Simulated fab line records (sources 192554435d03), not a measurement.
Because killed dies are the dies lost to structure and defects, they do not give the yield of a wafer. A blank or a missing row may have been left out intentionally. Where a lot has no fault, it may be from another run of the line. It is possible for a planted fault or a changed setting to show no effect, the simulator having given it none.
fab line records	flow n5Finfet
record lots=3	wafers=9	lastDay=17
route steps=1938 shown BEOL_M2@919 BEOL_M3@931 BEOL_M4@1111 PASSIVATION@1936
lots with no fault: from the same line, run without faults
startH: the number of hours between the record's first day and the start of the first shown wafer of the lot	waitH: how many hours have passed since the lot's step before this one	" the same as in the row above	L1.1+2: one row covering several wafers at once	- no value, or no start given	* or withheld: withheld	< > ~ a bound
route shown NAME@n: names a module that has steps shown in the file, with the first one's number in the route	usual: mean/standard deviation of fault-free wafers	same: alike in all rows	chamber/n: place in a boat	sites: each site's reading	_std_site: standard deviation of those values	_edge_site: mean of outer sites minus mean of inner sites	radiusMm: how far each site lies from the wafer's centre	mask NAME#n: copy n	behind: the tool/chamber that last shaped the wafer	hold: what put the lot on hold/how long, in hours/how the hold closed	device: whichever transistor did not switch (one of n, p or np)	end of line: the tests these same wafers got at the end of their route	step lacking rows: just its recipe	killed: dies lost to structure and defects at the first sort, not the wafer's yield	map: per-die view of a wafer (x killed, . not killed, _ where there is no die)
set.NAME: the setting that was run; set.NAME@STEP: the one run at that earlier step	model.NAME: the simulator's own value behind a step, which no gauge read
lots seen at some steps along the route; tables by step, rows by wafer
services: when a tool's chamber went out of use (startH, in hours from the record's first day, below 0 if earlier), for how many hours, and the reason
## steps
# step N5_BEOL_M2_ANNEAL_95
# recipe tempC=400	timeS=240	ambient=vacuum
# step N5_BEOL_M2_SPUTTER_96
# recipe material=Cu	targetThkA=45	tempC=-20	chamberPressurePa=0.07	powerW=withheld	timeS=8.29
# step N5_BEOL_M2_ECD_50
# recipe material=Cu	targetThkA=3000
# step N5_BEOL_M2_ANNEAL_51
# recipe tempC=225	timeS=90	ambient=N2
# step N5_BEOL_M2_CMP_52
# recipe stopOn=SiOC	tOverpolishS=6.8	downForcePsi=1	platenRpm=50	clearingPlatenDownForcePsi=1.5	clearingPlatenRpm=50	postCmpClean=cuAlkaline	targetThkNm=40	clearingPlatenPadVelocityMS=0.99484	padVelocityMS=0.99484
# step N5_BEOL_M2_PRE_CLEAN_60
# recipe gas=NH3/H2	timeS=15	tempC=*	rfPowerW=300
# step N5_BEOL_M2_CO_CAP_55
# recipe material=Co	targetThkA=20	tempC=200	precursor=CCTBA/H2	pressureTorr=30	timeS=102.1
# step N5_BEOL_M2_PRE_CLEAN_56
# recipe gas=NH3	timeS=15	tempC=withheld	rfPowerW=300
# step N5_BEOL_M2_DEP_57
# recipe material=SiCN	targetThkA=80	tempC=withheld	precursor=3MS/NH3	pressureTorr=3	rfW=202	timeS=14
# step N5_BEOL_M3_ILD_DEP_00
# recipe material=SiOC	targetThkA=790	tempC=350	precursor=DEMS/O2	pressureTorr=5	rfW=500	timeS=15.3
# usual heaterPowerW=557/63	showerheadPlenumPTorr=5.695/0.013	throttleValvePct=11.8/0.42
lot.wafer	tool	chamber	startH	waitH	heaterPowerW	showerheadPlenumPTorr	throttleValvePct	model.SiOC_of_BEOL_M3_ILD_DEP_00.thkNm
L597.1	pecvd-01	0	152.14	0.0	535	5.681	11.6	79
L597.4	"	2	"	"	541	5.696	10.6	79.4
L597.5	"	1	"	"	602	5.688	11.9	80.4
L616.3	pecvd-01	0	275.20	0.1	535	5.683	11.9	79.6
L616.5	"	2	"	"	562	5.684	11.1	57.4
L616.6	"	0	"	"	551	5.701	11.8	79.2
L618.3	pecvd-02	1	278.72	0.0	556	5.688	11.6	78
L618.4	"	0	"	"	544	5.714	12.0	79.8
L618.6	"	1	"	"	535	5.676	11.6	78.4
# step N5_BEOL_M3_THK_MEAS_01
# recipe reads=SiOC_of_BEOL_M3_ILD_DEP_00
# usual M3_ILD_THK=78.9/0.98
lot.wafer	tool	chamber	startH	waitH	M3_ILD_THK[nm]
L597.1	filmMetro-01	-	152.21	0.0	79.1
L597.4	"	-	"	"	79.3
L597.5	"	-	"	"	80.4
L616.3	filmMetro-02	-	275.27	0.1	79.6
L616.5	"	-	"	"	57.3
L616.6	"	-	"	"	79.3
L618.3	filmMetro-02	-	278.79	0.1	78.0
L618.4	"	-	"	"	79.9
L618.6	"	-	"	"	78.4
# step N5_BEOL_M3_PECVD_72
# recipe material=SiO2	targetThkA=160	tempC=400	precursor=TEOS/O2	pressureTorr=5.5	rfW=450	teosFlowSccm=53.8	gas=O2	flowSccm=3000	timeS=18
# step N5_BEOL_M3_HM_DEP_02
# recipe material=TiN	targetThkA=200	tempC=25	chamberPressurePa=0.49996
# step N5_BEOL_M3_COAT_61
# recipe resist=SOC	tempC=250	timeS=60	spinRpm=1500	resistThkNm=60
# step N5_BEOL_M3_COAT_62
# recipe resist=SiARC	tempC=220	timeS=60	spinRpm=1500	resistThkNm=12
# step N5_BEOL_M3_COAT_73
# recipe resist=underlayer	tempC=205	timeS=60	spinRpm=1500	resistThkNm=5
# step N5_BEOL_M3_COAT_05
# recipe resist=CAR-EUV	spinRpm=1500	resistThkNm=30
# step N5_BEOL_M3_EBR_07
# recipe solvent=PGMEA	ebrWidthMm=1.5
# step N5_BEOL_M3_SOFTBAKE_06
# recipe tempC=110	timeS=60	resist=CAR-EUV
# step N5_BEOL_M3_EXPOSE_08
# recipe maskId=M3	na=0.33	sourceShape=dipole	sigmaInner=0.369	sigmaOuter=0.767	polarization=unpolarized	doseMj=33
# step N5_BEOL_M3_PEB_09
# recipe pebTempC=100	pebTimeS=60	resist=CAR-EUV
# step N5_BEOL_M3_DEVELOP_10
# recipe developTimeS=30	developer=TMAH	resist=CAR-EUV	rinseLiquid=surfactantRinse	dry=airSpin	devTempC=23
# step N5_BEOL_M3_DESCUM_16
# recipe chemistry=O2	timeS=7	sourcePowerW=50	biasPowerW=20	pressureMtorr=20	rfFrequencyHz=2.712e+07	tempC=40	resist=CAR-EUV	o2FlowSccm=225
# step N5_BEOL_M3_ETCH_74
# recipe chemistry=N2/H2	target=underlayer	targetDepthA=65	maskMaterial=CAR-EUV	timeS=5.2	ionEnergyEv=200	pressureMtorr=30	sourceW=840	biasW=150	n2FlowSccm=200	h2FlowSccm=200	ends=cleared
# step N5_BEOL_M3_ETCH_63
# recipe chemistry=CF4	target=SiARC	targetDepthA=156	maskMaterial=CAR-EUV	timeS=26	ionEnergyEv=80	pressureMtorr=40	sourceW=545	biasW=36	Ar_flow_sccm=100	cf4FlowSccm=100	ends=cleared
# step N5_BEOL_M3_ETCH_64
# recipe chemistry=N2/H2	target=SOC	targetDepthA=750	overetchA=150	maskMaterial=SiARC	tempC=40	timeS=112.5	ionEnergyEv=200	pressureMtorr=30	sourceW=840	biasW=150	n2FlowSccm=200	h2FlowSccm=200
# step N5_BEOL_M3_STRIP_65
# recipe chemistry=N2/H2	tempC=40	n2FlowSccm=200	h2FlowSccm=200	rfFrequencyHz=6e+07
# step N5_BEOL_M3_STRIP_75
# recipe chemistry=N2/H2	tempC=40	n2FlowSccm=200	h2FlowSccm=200	rfFrequencyHz=6e+07
# step N5_BEOL_M3_STRIP_66
# recipe chemistry=CF4	resist=SiARC	powerW=300	biasPowerW=75	pressureMtorr=50	cf4FlowSccm=150	rfFrequencyHz=6e+07
# step N5_BEOL_M3_HM_OPEN_17
# recipe chemistry=Cl2/BCl3	targetDepthA=200	overetchA=60	target=TiN	maskMaterial=SOC	ionEnergyEv=150	pressureMtorr=10	icpW=1000	biasW=126	Cl2_flow_sccm=53.25	bcl3FlowSccm=21.75	Ar_flow_sccm=25
# step N5_BEOL_M3_STRIP_19
# recipe chemistry=O2	powerW=400	tempC=40	pressureMtorr=30	rfFrequencyHz=6e+07	biasPowerW=0	overashFraction=0.2	o2FlowSccm=225
# step N5_BEOL_M3_COAT_67
# recipe resist=SOC	tempC=250	timeS=60	spinRpm=1500	resistThkNm=60
# step N5_BEOL_M3_COAT_68
# recipe resist=SiARC	tempC=220	timeS=60	spinRpm=1500	resistThkNm=12
# step N5_BEOL_M3_COAT_76
# recipe resist=underlayer	tempC=205	timeS=60	spinRpm=1500	resistThkNm=5
# step N5_BEOL_M3_COAT_22
# recipe resist=CAR-EUV	spinRpm=1500	resistThkNm=30
# step N5_BEOL_M3_CMP_52
# recipe stopOn=SiOC	tOverpolishS=6.8	downForcePsi=1	platenRpm=50	clearingPlatenDownForcePsi=1.5	clearingPlatenRpm=50	postCmpClean=cuAlkaline	targetThkNm=40	clearingPlatenPadVelocityMS=0.99484	padVelocityMS=0.99484
# usual motorCurrentA=6.0/0.38
lot.wafer	tool	chamber	startH	waitH	motorCurrentA	model.Cu_of_BEOL_M3_ECD_50.thkNm	model.SiOC_of_BEOL_M3_ILD_DEP_00.thkNm
L597.4	cmp-03	2	160.46	0.1	6.4	41.2	76.4
L597.1	"	3	"	"	6.0	42	76
L597.5	"	3	"	"	6.0	43.2	77.4
L616.3	cmp-03	1	286.75	0.2	6.0	39.6	76.6
L616.5	"	3	"	"	6.1	17.8	54.4
L616.6	"	0	"	"	5.7	39.8	76.2
L618.3	cmp-04	3	288.58	0.2	6.3	38.4	75
L618.4	"	0	"	"	5.6	41.8	76.8
L618.6	"	0	"	"	5.7	38.6	75.4
# step N5_BEOL_M4_RC_MEAS_101
# usual DIBL_N=36.4/1.4	DIBL_P=36.3/1.5	IOFF_N=0.162/0.023	IOFF_P=0.211/0.027	ION_N=676/9.7	ION_P=463/6.4	SS_N=71.5/0.5	SS_P=73.3/0.6	VT_N=249.3/2.5	VT_P=-249.9/2.8
lot.wafer	tool	chamber	startH	waitH	DIBL_N[mV/V]	DIBL_P[mV/V]	IOFF_N[nA/um]	IOFF_P[nA/um]	ION_N[uA/um]	ION_P[uA/um]	SS_N[mV/dec]	SS_P[mV/dec]	VT_N[mV]	VT_P[mV]
L597.1	prober-02	0	173.55	0.0	35.1	33.4	0.136	0.177	674	463	70.7	72.5	250.0	-251.0
L597.4	"	0	"	"	34.5	33.2	0.129	0.177	678	470	71.0	72.2	249.5	-249.8
L597.5	"	0	"	"	37.4	37.0	0.182	0.226	697	478	71.5	73.4	248.2	-248.1
L616.3	prober-01	0	294.83	0.3	35.4	34.4	0.141	0.170	675	453	71.5	73.7	251.5	-251.6
L616.5	"	0	"	"	36.8	36.8	0.172	0.209	687	469	71.3	73.9	247.1	-252.0
L616.6	"	0	"	"	36.2	35.4	0.151	0.192	677	461	72.4	73.4	251.4	-248.6
L618.3	prober-02	0	298.15	0.3	35.3	34.4	0.141	0.193	671	463	70.9	73.1	252.3	-248.1
L618.4	"	0	"	"	35.9	34.8	0.142	0.200	669	466	71.2	73.0	250.9	-249.2
L618.6	"	0	"	"	36.0	35.2	0.153	0.211	684	468	71.7	73.4	250.1	-249.5
# step N5_PASSIVATION_PROBE_49
# usual defectLimitedYield=91.3/1.3	killed_at_M0_to_M3=33/8.9	killed_at_M4_up=15/5.4	killedAtContacts=13/5.8	killedAtFrontEnd=39/9.9	killedAtOther=3.2/2.9	killedDies=102/15	killedOnRim=13/3.7	killedOpen=68/12	killedShort=34/7.6	sort_bin_5_function=5.1/0.89	sort_bin_6_memory=3.2/0.63	sort_bin_8_speed=0.00/0.007	sortNPass=1078/15
# same grossDies=1180	killedAtBackSide=0	sort_bin_4_leakage[%]=0
lot.wafer	tool	chamber	startH	waitH	defectLimitedYield[%]	killed_at_M0_to_M3	killed_at_M4_up	killedAtContacts	killedAtFrontEnd	killedAtOther	killedDies	killedOnRim	killedOpen	killedShort	sort_bin_5_function[%]	sort_bin_6_memory[%]	sort_bin_8_speed[%]	sortNPass
L597.1	prober-02	-	268.56	0.0	91.5	36	17	17	30	0	100	15	65	35	4.6	3.6	0	1080
L597.4	prober-02	-	268.71	0.2	91.9	35	11	12	34	4	96	9	64	32	5.2	2.7	0	1084
L597.5	prober-02	-	268.76	0.2	91.9	19	16	21	39	0	95	16	67	28	4.8	3.0	0	1085
L618.3	prober-02	-	403.96	0.1	92.7	20	7	12	46	1	86	14	59	27	4.4	2.7	0	1094
L618.4	prober-02	-	404.01	0.2	93.1	35	7	7	30	3	82	8	53	26	4.6	2.2	0	1098
L618.6	prober-02	-	404.11	0.3	93.0	23	10	13	35	2	83	14	47	36	4.2	2.6	0	1097
L616.3	prober-01	-	405.68	0.1	89.3	37	23	10	52	4	126	18	85	40	6.6	3.7	0	1054
L616.5	prober-01	-	405.78	0.2	45.3	558	23	14	50	0	645	138	79	40	5.8	4.0	18.39	535
L616.6	prober-01	-	405.83	0.3	90.6	35	18	25	32	1	111	14	70	41	5.8	3.4	0	1069
# killed by level:class
L597.1 MOL_CONTACT_COAG:geometricParticle:open=13 BEOL_M2:geometricParticle:open=11 BEOL_M0:geometricParticle:open=9 BEOL_M4:geometricParticle:open=6 STI_FIN_REVEAL:geometricParticle:open=4 STARTING-WAFER:geometricParticle:short=4 DUMMY_GATE:geometricParticle:short=4 MOL_CONTACT_COAG:geometricParticle:short=4
L597.4 BEOL_M0_SAQP:geometricParticle:short=10 STI_FIN_REVEAL:geometricParticle:open=9 DUMMY_GATE:geometricParticle:open=9 BEOL_M0_SAQP:geometricParticle:open=9 MOL_CONTACT_COAG:geometricParticle:open=8 BEOL_M4:geometricParticle:open=7 FIN_SAQP:geometricParticle:short=4 MOL_CONTACT_COAG:geometricParticle:short=4
L597.5 MOL_CONTACT_COAG:geometricParticle:open=16 STI_FIN_REVEAL:geometricParticle:open=10 FIN_SAQP:geometricParticle:short=8 BEOL_M4:geometricParticle:open=8 MOL_CONTACT_COAG:geometricParticle:short=5 BEOL_M1:geometricParticle:open=5 BEOL_M3:geometricParticle:open=5 FIN_SAQP:geometricParticle:open=4
L618.3 STI_FIN_REVEAL:geometricParticle:open=13 FIN_SAQP:geometricParticle:open=9 MOL_CONTACT_COAG:geometricParticle:open=9 STI_FIN_REVEAL:geometricParticle:short=6 FIN_SAQP:geometricParticle:short=5 BEOL_M0_SAQP:geometricParticle:short=5 BEOL_M1:geometricParticle:open=4 BEOL_M2:geometricParticle:open=4
L618.4 BEOL_M0_SAQP:geometricParticle:open=12 STI_FIN_REVEAL:geometricParticle:open=10 BEOL_M0_SAQP:geometricParticle:short=10 STI_FIN_REVEAL:geometricParticle:short=5 MOL_CONTACT_COAG:geometricParticle:open=5 BEOL_M3:geometricParticle:open=5 BEOL_M1:geometricParticle:open=4 BEOL_M4:geometricParticle:open=4
L618.6 FIN_SAQP:geometricParticle:short=12 MOL_CONTACT_COAG:geometricParticle:open=11 BEOL_M0_SAQP:geometricParticle:open=7 BEOL_M1:geometricParticle:open=7 GATE_CUT:geometricParticle:short=5 BEOL_M0_SAQP:geometricParticle:short=4 BEOL_M4:geometricParticle:open=4 FIN_SAQP:geometricParticle:open=3
L616.3 STI_FIN_REVEAL:geometricParticle:open=15 BEOL_M2:geometricParticle:open=13 DUMMY_GATE:geometricParticle:open=9 BEOL_M4:geometricParticle:short=9 MOL_CONTACT_COAG:geometricParticle:open=8 BEOL_M4:geometricParticle:open=6 BEOL_M1:geometricParticle:open=5 BEOL_M0:geometricParticle:open=5
L616.5 BEOL_M3:areaDep=309 BEOL_M3:areaEcd=217 BEOL_M4:geometricParticle:open=14 FIN_SAQP:geometricParticle:short=11 MOL_CONTACT_COAG:geometricParticle:open=11 BEOL_M1:geometricParticle:open=11 GATE_CUT:geometricParticle:short=9 STI_FIN_REVEAL:geometricParticle:open=7
L616.6 MOL_CONTACT_COAG:geometricParticle:open=18 BEOL_M0_SAQP:geometricParticle:short=11 MOL_CONTACT_COAG:geometricParticle:short=7 BEOL_M1:geometricParticle:open=6 BEOL_M0:geometricParticle:open=6 STI_FIN_REVEAL:geometricParticle:open=5 BEOL_M4:geometricParticle:open=5 STARTING-WAFER:geometricParticle:short=5
# map L616.5 (x killed, . not)
_________________xxxxx.x.xx.x________________
______________xxxxxxxx.xxxxxxxxx_____________
___________xxxxxxxxxx.xxx.xxxxxxxxx__________
__________xxxx.x..x.xx.x.xx.xxx.x.xx_________
________xx.xxxxxx.x...xx.x.xxxxxxxxxxx_______
_______x.xxxx.xxx....x.xxxxxx.xx.xx.xxx______
______xxxx..x.x.......x.x.....x.xxx.xxxx_____
_____xxxxx...xx....xxx.xx..x...x...xx..xx____
____xxxxx.xx...x.x.xxx....x.x..x....xxxxxx___
___.xxx.x.x..xxx..xxxxx...x.xxxx...x.xx.xxx__
___x.x..xx.x..x..x...x..x..x..xxx...x...xxx__
__xxxx.xxxx...xx...xx...x.xxx..x....xx...x.x_
__xxx....x....x.x...x.xx.xxx..x.x..x....xxx._
_xxxxxxxx..xx.xx....x.....x..xxx.........x.xx
_xxxxx.xxxx...x.x.....xx....x.x..x...xxxxxxxx
_xxxxxx.x..xx....x......xxx...x..x...xxxxx.xx
_xxxxxx.....x......x...x.....x..x..xx.xxxx..x
_xxxxx.x.x..xx....xx.x.x.xx....x.x.x.x..xx.xx
_xxxx.xxx.x.x...x.....x...x.....xx.x..x.xxxxx
_x...xxx...xxx.......x.xx........xxxx..xx.xxx
_xxxxx.x....x...x.x...x.x...x.x.xx.x..xx.xxxx
__xxx.....x....x....x..x..x.x.......x.xx.xxx_
__xxx...x.....x.x....x...x.x.x.....xx..xxxxx_
___xxx..x.x....x..x.x.x..xx...x..x....xxxxx__
___xx.xx..x.xxx...x.x.x..x.x..x.x...xxxxxxx__
____...xxx..xx.x...x........xxxxxx..xxxxxx___
_____x.x.xxxxx......x....x.xx.x.xxxxx.xxx____
______xxx.xx..x.xxx..xx.x.x..xxx.x.xxxxx_____
_______xx.xx.x.x...xxx..x..xx.xxxx.x.xx______
________xx...x.xxxxxx....xx..x.xxxxxxx_______
__________x.xx.xxx.xx.x.xx.xx...x.xx_________
___________x.xxx.xxx.x..xx..xx.xxxx__________
______________xxxxxxx.xxxx.xxxxx_____________
_________________xxxxxxxxxxxx________________
# map L597.1 (x killed, . not)
_________________...x........________________
______________..............x..._____________
___________x..........x............__________
__________......x....xxx............_________
________.x........................x..._______
_______..............................x.______
______..xx.............x.........x......_____
_____...xx.....x..x....x........x.......x____
____...........x...x...............xx.....___
___x.................x.........x...........__
___x...........x...............x........x..__
__...........x.............x.............xx._
__.xx.......x...........................x..._
_..............x.......x.....x...............
_x............x................x.............
_.....x.........xx.x..............x...x......
_..................................xx........
_.....x..........x...........x....x.x........
_x...................x.......................
_........x.......x..........x................
_.....................x.........x............
__.x.............x.............x....xx......_
__.............x.x.x........................_
___.x...x.....x............................__
___........x.......x.............xx.x......__
____..........xx..........................___
_____.x..............x...................____
______.................xx...x..........._____
_______.x..............x...........x...______
________....x...........x...x........._______
__________........x.x..............._________
___________........................__________
______________...x.............._____________
_________________........x...________________
## services
tool	chamber	startH	hours	kind
pecvd-01	-	130.28	0.3	repair
cmp-04	-	145.72	5.4	pm
pecvd-02	0	152.39	2.1	scheduledDown
cmp-04	-	153.98	1.3	repair
pecvd-02	2	157.97	5.5	scheduledDown
cmp-03	-	210.09	40.3	repair
cmp-04	-	213.26	4.0	pm
cmp-04	-	217.26	-	consumableReplace:conditioner
cmp-04	-	217.26	-	consumableReplace:pad
cmp-04	-	218.03	3.4	repair
cmp-04	-	242.97	1.0	repair
cmp-04	-	250.39	14.2	pm
pecvd-01	1	274.01	5.5	scheduledDown
cmp-04	-	276.82	1.1	repair
## key
firstSign step=N5_BEOL_M3_THK_MEAS_01	reading=M3_ILD_THK	direction=down	sigmas=22	usual=78.9	struck=57.3
effect step=N5_PASSIVATION_PROBE_49	reading=sort_bin_8_speed	direction=up	sigmas=99+	usual=0.00	struck=18.39
modelEffect step=N5_BEOL_M3_ILD_DEP_00	value=SiOC_of_BEOL_M3_ILD_DEP_00.thkNm	without=80.2	struck=57.4
modelEffect step=N5_BEOL_M3_CMP_52	value=Cu_of_BEOL_M3_ECD_50.thkNm	without=40.6	struck=17.8
moreKillsBornAt N5_BEOL_M3_ILD_DEP_00@pecvd-01=309	N5_BEOL_M3_ECD_50@ecdCu-01=217
metAt N5_BEOL_M3_ILD_DEP_00
struckWafers L616.5
onsetBetween 152.14 275.20
fault kind=processParameterDrift	tool=pecvd-01	chamber=-	onsetH=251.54	steps=N5_BEOL_M3_ILD_DEP_00	channel=timeS	offset=*	shape=step	endH=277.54	scope=struckWafersOnly	actsIn=*	stated=*
